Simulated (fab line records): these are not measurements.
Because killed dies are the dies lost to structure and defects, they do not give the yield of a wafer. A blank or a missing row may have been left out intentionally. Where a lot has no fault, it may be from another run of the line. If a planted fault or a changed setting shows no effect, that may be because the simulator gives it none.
Which of the tools did it?    flow n5Finfet    Sampling: 9 lots, 27 wafers, 5 of 1938 route steps

WHAT EACH GAUGE READ, for each wafer
N5_BEOL_M4_RC_MEAS_101.
lot   measured      on         DIBL_N (mV/V)   DIBL_P (mV/V)  IOFF_N (nA/um)     IOFF_N_85C (nA/um)  IOFF_N_LIN (nA/um)    IOFF_N_LONG (nA/um)            IOFF_P (nA/um)  ION_N (uA/um)  ION_P (uA/um)  SS_N (mV/dec)   SS_P (mV/dec)   VT_N (mV)    VT_N_LONG (mV)     VT_P (mV)       VT_P_LVT (mV)
L603  day 10 15:06  prober-01  33.4 32.1 32.3  34 32 33       0.13 0.12 0.10     2.6 2.5 2.2         0.058 0.056 0.051     5.64e-05 5.75e-05 5.67e-05     0.20 0.16 0.17  648 659 648    455 458 454    72.0 70.9 70.4  72.2 71.6 71.5  254 253 260  275.9 274.8 273.2  -247 -252 -251  -97 -100 -99
L608  day 12 09:07  prober-02  34.8 33.9 34.8  34 33 35       26.17 24.48 26.46  225.9 212.3 225.1   12.679 11.953 12.561  0.0098165 0.0096194 0.0097402  0.22 0.19 0.23  943 943 961    464 461 475    71.6 71.3 71.2  73.4 72.3 72.6  102 103 104  125.8 125.3 125.2  -247 -251 -246  -246 -249 -247
L609  day 12 01:40  prober-01  34.9 38.1 35.9  35 40 36       28.66 43.41 31.30  239.5 336.3 256.3   13.995 19.602 14.832  0.010889 0.010742 0.011052     0.22 0.34 0.23  945 987 963    466 477 465    70.7 71.9 71.4  73.4 74.2 73.5  100 94 98    123.3 122.1 120.6  -248 -244 -249  -248 -243 -249
L617  day 14 04:21  prober-02  38.4 38.2 38.4  40 39 41       0.22 0.21 0.22     4.1 3.9 4.0         0.096 0.090 0.095     5.36e-05 5.29e-05 5.07e-05     0.28 0.25 0.30  711 687 685    479 465 471    72.2 71.8 72.6  73.7 73.8 74.4  246 247 246  275.2 274.9 274.3  -248 -250 -246  -96 -97 -95
L621  day 15 15:47  prober-01  32.3 36.0 32.8  34 38 34       0.11 0.17 0.12     2.4 3.4 2.5         0.059 0.080 0.062     5.72e-05 5.67e-05 5.59e-05     0.17 0.25 0.18  661 662 671    452 461 469    70.5 72.2 70.6  71.0 74.0 71.9  253 247 254  272.2 271.7 273.3  -252 -248 -252  -101 -97 -99
L622  day 15 12:39  prober-01  35.4 36.7 35.1  38 39 38       0.15 0.18 0.15     3.0 3.5 2.9         0.069 0.081 0.066     5.01e-05 5.08e-05 5.11e-05     0.20 0.22 0.21  669 688 669    457 465 460    71.1 71.8 71.3  73.4 73.7 73.4  253 246 251  279.4 279.4 280.1  -252 -252 -251  -100 -98 -100
L623  day 15 15:13  prober-02  38.0 33.1 35.1  38 34 35       0.18 0.10 0.13     3.3 2.1 2.6         0.077 0.052 0.062     5.82e-05 5.52e-05 5.72e-05     0.25 0.17 0.18  675 655 666    464 458 455    72.1 70.9 71.4  73.6 73.0 73.5  250 258 253  277.2 274.0 274.6  -248 -255 -253  -97 -101 -102
L624  day 17 18:43  prober-01  43.7 38.2 37.7  45 38 37       0.34 0.18 0.17     6.0 3.5 3.3         0.124 0.084 0.076     5.43e-05 5.42e-05 5.44e-05     0.39 0.24 0.23  692 696 677    472 478 467    73.6 71.0 71.5  75.9 73.4 74.3  243 249 250  274.9 274.4 274.0  -243 -248 -248  -93 -97 -99
L625  day 16 07:49  prober-02  36.5 37.0 38.3  39 39 41       0.19 0.19 0.23     3.6 3.6 4.1         0.088 0.087 0.100     5.74e-05 5.48e-05 5.61e-05     0.26 0.26 0.30  704 674 700    484 462 477    71.2 72.0 71.3  74.6 73.8 74.7  244 248 245  271.0 274.3 274.3  -243 -248 -248  -95 -95 -94

WHAT TOOL EACH LOT RAN ON (gives the tool, then ch and the chambers of the sampled wafers, and finally the start)
lot   N5_DUMMY_REMOVAL_HM_STRIP_01      N5_HKMG_FIN_STRIP_57              N5_HKMG_FIN_WET_ETCH_77            N5_HKMG_FIN_PWFM_ALD_03
L603  rieDiel-06 ch 1,3, day 3 23:10    rieDiel-01 ch 0,2,3, day 4 01:02  wetBench-06 ch 2,4,6, day 4 02:01  aldMetal-02 ch 1,2,3, day 4 03:13
L608  rieDiel-02 ch 1,2,3, day 5 09:08  rieDiel-04 ch 1,2,3, day 5 11:01  wetBench-02 ch 3,5,7, day 5 11:59  aldMetal-02 ch 1,2,3, day 5 13:10
L609  rieDiel-06 ch 1,2,3, day 5 17:43  rieDiel-01 ch 0,2,3, day 5 19:46  wetBench-06 ch 0,3,7, day 5 20:45  aldMetal-04 ch 1,3, day 5 21:56
L617  rieDiel-06 ch 0,1,3, day 7 08:07  rieDiel-04 ch 2,3, day 7 09:52    wetBench-06 ch 3,4,5, day 7 10:50  aldMetal-02 ch 0,1, day 7 12:01
L621  rieDiel-06 ch 2,3, day 8 11:41    rieDiel-01 ch 2,3, day 8 13:41    wetBench-02 ch 0,2,3, day 8 14:49  aldMetal-03 ch 2,3, day 8 16:35
L622  rieDiel-06 ch 2,3, day 8 13:20    rieDiel-01 ch 1,2, day 8 15:19    wetBench-06 ch 1,4,6, day 8 16:19  aldMetal-02 ch 0,1, day 8 17:40
L623  rieDiel-06 ch 0,1,3, day 9 02:08  rieDiel-01 ch 1,2,3, day 9 04:14  wetBench-05 ch 4,5,6, day 9 05:13  aldMetal-04 ch 1,2,3, day 9 06:25
L624  rieDiel-06 ch 0,2,3, day 9 04:29  rieDiel-05 ch 1,2,3, day 9 06:22  wetBench-06 ch 0,4,5, day 9 07:23  aldMetal-03 ch 1,2,3, day 9 08:40
L625  rieDiel-06 ch 0,1,3, day 9 08:58  rieDiel-05 ch 0,2,3, day 9 11:01  wetBench-06 ch 3,4,5, day 9 12:00  aldMetal-02 ch 0,1,3, day 9 13:13
- N5_DUMMY_REMOVAL_HM_STRIP_01: strips SiNx in CH3F/O2, stops on poly-Si, target depth 4 nm, time 6.8 s.
- N5_HKMG_FIN_STRIP_57: strips in CF4.
- N5_HKMG_FIN_WET_ETCH_77: etches La2O3 in dHCl, stops on HfO2, target depth 2 nm.
- N5_HKMG_FIN_PWFM_ALD_03: deposits TiN, target thk 2 nm, pulse time 1 s, purge time 3 s.

AS READ BY THE TOOLS THEMSELVES (means over the sampled wafers that have a number; for cases with no such wafer, the mark the record gives instead)
N5_DUMMY_REMOVAL_HM_STRIP_01.
lot   tool        drypumpMotorCurrentA (A)  oesProductAu (a.u.)  rfVppV (V)  showerheadPlenumPTorr (Torr)  throttleValvePct (%)
L603  rieDiel-06  5.5                       0.63                 128.0       2.02                          16.31
L608  rieDiel-02  5.7                       0.63                 127.5       1.96                          16.25
L609  rieDiel-06  5.4                       0.69                 128.5       2.03                          16.16
L617  rieDiel-06  5.7                       0.65                 128.2       2.01                          16.21
L621  rieDiel-06  5.3                       0.73                 127.7       1.99                          16.12
L622  rieDiel-06  5.3                       0.73                 127.1       1.99                          16.12
L623  rieDiel-06  5.7                       0.65                 127.9       2.00                          16.23
L624  rieDiel-06  5.6                       0.70                 127.7       2.01                          16.09
L625  rieDiel-06  5.7                       0.65                 127.7       2.00                          16.23

N5_HKMG_FIN_STRIP_57.
lot   tool        drypumpMotorCurrentA (A)  oesProductAu (a.u.)  rfVppV (V)  showerheadPlenumPTorr (Torr)  throttleValvePct (%)
L603  rieDiel-01  5.4                       0.78                 269.9       1.76                          13.42
L608  rieDiel-04  5.9                       0.80                 271.5       1.82                          13.33
L609  rieDiel-01  5.5                       0.77                 269.7       1.76                          13.45
L617  rieDiel-04  5.4                       0.75                 272.0       1.80                          13.27
L621  rieDiel-01  5.4                       0.75                 269.5       1.73                          13.45
L622  rieDiel-01  5.1                       0.73                 270.6       1.80                          13.48
L623  rieDiel-01  5.3                       0.76                 271.0       1.77                          13.42
L624  rieDiel-05  5.6                       0.85                 270.0       1.78                          13.28
L625  rieDiel-05  5.3                       0.82                 269.9       1.80                          13.39

N5_HKMG_FIN_WET_ETCH_77.
lot   tool         bathHeatDutyPct (%)  tempC (C)
L603  wetBench-06  6.2                  25.03
L608  wetBench-02  -                    -
L609  wetBench-06  -                    -
L617  wetBench-06  5.8                  24.97
L621  wetBench-02  6.1                  24.91
L622  wetBench-06  6.4                  24.99
L623  wetBench-05  7.2                  24.97
L624  wetBench-06  5.6                  24.99
L625  wetBench-06  6.7                  25.02

N5_HKMG_FIN_PWFM_ALD_03.
lot   tool         heaterPowerW (W)  precursorPulseHeightRel
L603  aldMetal-02  866               0.992
L608  aldMetal-02  874               0.978
L609  aldMetal-04  871               0.993
L617  aldMetal-02  923               0.982
L621  aldMetal-03  930               1.005
L622  aldMetal-02  881               1.014
L623  aldMetal-04  883               0.997
L624  aldMetal-03  886               0.980
L625  aldMetal-02  945               1.013

THE ANSWER, worked out from the rows above alone
Rule: the usual values come from the lots themselves. The widest of any qualifying gaps counts: lots, ordered by their means at a reading, are off when they make up no more than a third of the lots, leave a main group of 4 or more, and stand apart from it by 3 or more times the standard deviation of that group's means. The tables above print the reading to a certain number of digits; a main group whose means all agree to those digits is not used. A lot without any number at a reading at which 4 lots or more have one is off too. All remaining lots with rows at the step are treated as sound. Order of review: gauges by route order, followed by the tools' own readings, for which a lot's mean as printed above is used. The first step at which some lot is off is used, and at that step the reading that is off furthest; a lot without a number counts as furthest.
Off: L608, L609, seen at N5_BEOL_M4_RC_MEAS_101 (IOFF_N_LONG). Main group: mean 5.48e-05 nA/um, sd 2.3e-06.
A tool fits if, at a process step before that reading, it ran every lot that is off, and no sound lot after the first of them. Not tried: the gauges at N5_BEOL_M4_RC_MEAS_101; whatever is off there is also off at N5_HKMG_FIN_WET_ETCH_77, on other tools, and gauge error can't account for it. Of those tried, none fits.

WHAT WAS PUT IN BY THE SIMULATOR
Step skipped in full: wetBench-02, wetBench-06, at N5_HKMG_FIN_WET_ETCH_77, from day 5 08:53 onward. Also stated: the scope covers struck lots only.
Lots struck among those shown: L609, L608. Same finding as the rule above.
